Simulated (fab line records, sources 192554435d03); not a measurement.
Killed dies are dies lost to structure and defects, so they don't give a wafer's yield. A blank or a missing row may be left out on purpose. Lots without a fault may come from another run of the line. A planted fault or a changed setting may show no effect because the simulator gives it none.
Chamber matching | flow n5_finfet | N5_MOL_CONTACT_COAG_CO_FILL_22 on cvd_co-01: 3 sister chambers
The step material Co, precursor CCTBA/H2, target thk 20 nm. 3 wafers are shown with their chamber, then 7 later ones without.

WAFERS WITH THEIR CHAMBER
wafer  | chamber | heater_power_w (W)
L167.4 | 2       | 241
L175.2 | 1       | 279
L175.3 | 0       | 228

WAFERS WITHOUT THEIR CHAMBER
wafer  | heater_power_w (W)
L175.6 | 228
L177.3 | 245
L177.5 | 226
L177.6 | 280
L178.1 | 268
L178.2 | 253
L178.6 | 273

WHICH CHAMBER EACH WENT THROUGH
wafer  | from the rows above     | in truth
L175.6 | can't be placed: 0 or 2 | 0
L177.3 | can't be placed: 2 or 0 | 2
L177.5 | can't be placed: 0 or 2 | 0
L177.6 | 1                       | 1
L178.1 | 1                       | 1
L178.2 | can't be placed: 2 or 0 | 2
L178.6 | 1                       | 1
Placed correctly: 3 of 7. Can't be placed from these rows: 4 (the true chamber is among the candidates in 4). Placed wrongly: 0.
How it was worked out, from the rows above alone: a wafer's distance from a chamber is the root of the sum, over the readings, of the square of ((its reading less the chamber's mean) divided by the reading's scatter). The wafer belongs to the nearest chamber; if the next one is less than 2 further off, it can't be placed. A chamber's mean is the mean of its shown wafers. The scatter: with one shown wafer a chamber, the root of the mean of the squares of how far each hidden wafer lies from its nearest shown one.
